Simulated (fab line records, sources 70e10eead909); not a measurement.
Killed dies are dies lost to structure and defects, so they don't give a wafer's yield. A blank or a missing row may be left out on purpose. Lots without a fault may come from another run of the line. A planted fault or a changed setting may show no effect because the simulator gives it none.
Chamber matching | flow nand_harc | NHARC_P_M2_CMP_23 on cmp-01: 4 sister chambers
The step polishes, t overpolish 20 s, target thk 144.3 nm. 4 wafers are shown with their chamber, then 8 later ones without.

WAFERS WITH THEIR CHAMBER
wafer  | chamber | motor_current_A (A)
L776.4 | 2       | 13.3
L777.2 | 1       | 11.2
L777.6 | 0       | 14.0
L778.3 | 3       | 13.2

WAFERS WITHOUT THEIR CHAMBER
wafer  | motor_current_A (A)
L778.4 | 11.5
L778.6 | 12.9
L782.1 | 12.5
L782.3 | 11.0
L782.4 | 13.2
L781.2 | 13.8
L781.4 | 11.1
L781.6 | 13.2

WHICH CHAMBER EACH WENT THROUGH
wafer  | from the rows above          | in truth
L778.4 | 1                            | 1
L778.6 | can't be placed: 3 or 2      | 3
L782.1 | can't be placed: 3 or 2 or 1 | 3
L782.3 | 1                            | 1
L782.4 | can't be placed: 3 or 2      | 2
L781.2 | can't be placed: 0 or 2 or 3 | 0
L781.4 | 1                            | 1
L781.6 | can't be placed: 3 or 2      | 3
Placed correctly: 3 of 8. Can't be placed from these rows: 5 (the true chamber is among the candidates in 5). Placed wrongly: 0.
How it was worked out, from the rows above alone: a wafer's distance from a chamber is the root of the sum, over the readings, of the square of ((its reading less the chamber's mean) divided by the reading's scatter). The wafer belongs to the nearest chamber; if the next one is less than 2 further off, it can't be placed. A chamber's mean is the mean of its shown wafers. The scatter: with one shown wafer a chamber, the root of the mean of the squares of how far each hidden wafer lies from its nearest shown one.
